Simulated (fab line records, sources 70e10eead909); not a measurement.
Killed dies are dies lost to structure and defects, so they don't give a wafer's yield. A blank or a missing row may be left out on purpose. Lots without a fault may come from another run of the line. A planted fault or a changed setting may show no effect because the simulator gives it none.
Chamber matching | flow nand_harc | NHARC_A_CHANNEL_FILL_D1_ALD_25 on ald_hk-02: 4 sister chambers
The step deposits SiOx, target thk 60 nm, pulse time 10 s, ald cycles 600. 4 wafers are shown with their chamber, then 12 later ones without.

WAFERS WITH THEIR CHAMBER
wafer  | chamber | heater_power_w (W)
L080.5 | 2       | 571
L089.4 | 3       | 449
L089.3 | 1       | 487
L089.6 | 0       | 481

WAFERS WITHOUT THEIR CHAMBER
wafer  | heater_power_w (W)
L091.1 | 529
L091.2 | 488
L091.5 | 526
L092.1 | 478
L092.3 | 540
L092.4 | 471
L092.2 | 434
L092.5 | 461
L092.6 | 484
L095.2 | 493
L095.5 | 467
L095.6 | 483

WHICH CHAMBER EACH WENT THROUGH
wafer  | from the rows above               | in truth
L091.1 | can't be placed: 1 or 2 or 0 or 3 | 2
L091.2 | can't be placed: 1 or 0 or 3      | 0
L091.5 | can't be placed: 1 or 0 or 2 or 3 | 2
L092.1 | can't be placed: 0 or 1 or 3      | 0
L092.3 | can't be placed: 2 or 1 or 0      | 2
L092.4 | can't be placed: 0 or 1 or 3      | 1
L092.2 | can't be placed: 3 or 0 or 1      | 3
L092.5 | can't be placed: 3 or 0 or 1      | 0
L092.6 | can't be placed: 0 or 1 or 3      | 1
L095.2 | can't be placed: 1 or 0 or 3      | 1
L095.5 | can't be placed: 0 or 3 or 1      | 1
L095.6 | can't be placed: 0 or 1 or 3      | 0
Placed correctly: 0 of 12. Can't be placed from these rows: 12 (the true chamber is among the candidates in 12). Placed wrongly: 0.
How it was worked out, from the rows above alone: a wafer's distance from a chamber is the root of the sum, over the readings, of the square of ((its reading less the chamber's mean) divided by the reading's scatter). The wafer belongs to the nearest chamber; if the next one is less than 2 further off, it can't be placed. A chamber's mean is the mean of its shown wafers. The scatter: with one shown wafer a chamber, the root of the mean of the squares of how far each hidden wafer lies from its nearest shown one.
